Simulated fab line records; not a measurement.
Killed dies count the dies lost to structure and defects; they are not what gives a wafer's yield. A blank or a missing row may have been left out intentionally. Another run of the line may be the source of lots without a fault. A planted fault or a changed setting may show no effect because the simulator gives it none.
Split-lot trial ; flow n5_finfet ; 39 wafers read across 7 lots, on a route 1938 steps long

## THE SPLIT ITSELF
At N5_BEOL_M5_ILD_DEP_00 (deposits SiCOH lowk from DEMS/porogen, target thk 140.64 nm, time 25.9 s), the setting target_thk_a was moved away from the recipe's 1406.4 angstrom on 15 of the 39 wafers read, by -54.6% to +45.0%. This setting was run at the recipe's value on the other wafers.

## FROM THE SPLIT ON TO THE READING: in between, the file shows 1 step
- N5_BEOL_M5_CURE_79: cures SiCOH lowk, time 240 s

## THE READING
M5_ILD_THK in nanometres, read at N5_BEOL_M5_THK_MEAS_01. A value of 120.9 nm with a standard deviation of 1.5 nm is what fault-free wafers of this fab line usually give.

wafer;tool, chamber at the split;target_thk_a as run, angstrom;against the recipe;M5_ILD_THK, nm;against lot-mates on the recipe
L075.1;pecvd-03, 1;1406.4;recipe;120.3;-
L075.2;pecvd-03, 0;1406.4;recipe;121.2;-
L075.3;pecvd-03, 2;1406.4;recipe;120.7;-
L075.4;pecvd-03, 2;1114;-20.8%;97.1;-23.6
L075.5;pecvd-03, 0;1114;-20.8%;96.7;-24.0
L075.6;pecvd-03, 1;1114;-20.8%;95.0;-25.7
L076.1;pecvd-03, 1,2;1406.4;recipe;120.7;-
L076.2;pecvd-03, 0;2039;+45.0%;176.4;+55.2
L076.3;pecvd-03, 1,2;1406.4;recipe;120.8;-
L076.4;pecvd-03, 1;1406.4;recipe;122.2;-
L076.5;pecvd-03, 2,0;2039;+45.0%;177.9;+56.7
L076.6;pecvd-03, 2,0;2039;+45.0%;177.9;+56.7
L087.1;pecvd-01, 0;1406.4;recipe;119.5;-
L087.2;pecvd-01, 1;638;-54.6%;52.1;-67.5
L087.3;pecvd-01, 2;1406.4;recipe;119.1;-
L087.4;pecvd-01, 0;638;-54.6%;53.2;-66.4
L087.5;pecvd-01, 2;638;-54.6%;52.8;-66.8
L087.6;pecvd-01, 1;1406.4;recipe;120.3;-
L085.1;pecvd-03, 1;1862;+32.4%;160.2;+38.1
L085.2;pecvd-03, 0;1406.4;recipe;120.4;-
L085.3;pecvd-03, 2;1862;+32.4%;160.5;+38.4
L085.4;pecvd-03, 2;1406.4;recipe;123.2;-
L085.5;pecvd-03, 0;1862;+32.4%;162.7;+40.6
L085.6;pecvd-03, 1;1406.4;recipe;122.7;-
L090.2;pecvd-01, 2;1406.4;recipe;120.5;-
L090.4;pecvd-01, 2;1406.4;recipe;120.6;-
L090.6;pecvd-01, 1;1406.4;recipe;121.2;-
L093.1;pecvd-01, 1;1406.4;recipe;119.8;-
L093.2;pecvd-01, 2;1406.4;recipe;120.7;-
L093.3;pecvd-01, 0;1406.4;recipe;119.5;-
L093.4;pecvd-01, 1;1406.4;recipe;122.1;-
L093.5;pecvd-01, 2;1406.4;recipe;121.7;-
L093.6;pecvd-01, 0;1406.4;recipe;121.1;-
L094.1;pecvd-02, 2;1406.4;recipe;120.5;-
L094.2;pecvd-02, 1;1000;-28.9%;83.2;-38.2
L094.3;pecvd-02, 0;1000;-28.9%;84.4;-37.0
L094.4;pecvd-02, 2;1406.4;recipe;122.2;-
L094.5;pecvd-02, 0;1406.4;recipe;121.5;-
L094.6;pecvd-02, 1;1000;-28.9%;85.0;-36.4
The file does not say which wafer passed through which chamber wherever a row lists several chambers: such a row stands for several wafers.

FIT RESULTS
A straight line over all 39 wafers: M5_ILD_THK changes by +1.25 nm for each +1% of target_thk_a; r = +1.00; the points scatter about the line by 1.1 nm.
The same after taking each lot's own level away (the mean of its wafers on the recipe; 39 wafers): +1.23 nm for each +1%; r = +1.00; scatter 1 nm.
The reading moves by 67 nm for the largest change in target_thk_a, on that fit.
Across the lots, their own levels run from 119.63 to 122.10 nm, a range of 1.6 times the standard deviation given above.
The two slopes are in agreement: the lot-to-lot level therefore moves the slope only a little.
Check: -67.3 nm against its lot-mates is what the line predicts for one of the wafers moved furthest among these (-54.6%) when that wafer is left out of the fit. Against them it came out at -67.5 nm.

## THE WHOLE CHAIN: every reading that the file lists as answering this split, in the file's order
step;what it does;reading;change (the file's fit);r (the file's)
N5_BEOL_M5_ILD_DEP_00;deposits SiCOH lowk from DEMS/porogen, target thk 140.64 nm, time 25.9 s;SiCOH_lowk_of_BEOL_M5_ILD_DEP_00.thk_nm (the simulator's own value, which no gauge read);+1.42 nm for each +1% of the setting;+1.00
N5_BEOL_M5_CURE_79;cures SiCOH lowk, time 240 s;SiCOH_lowk_of_BEOL_M5_ILD_DEP_00.thk_nm (the simulator's own value, which no gauge read);+1.23 nm for each +1% of the setting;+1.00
N5_BEOL_M5_THK_MEAS_01;;M5_ILD_THK;+1.23 for each +1% of the setting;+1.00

## THE FILE'S OWN FIT
M5_ILD_THK changes by +1.23 nm for each +1% of target_thk_a, r = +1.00.
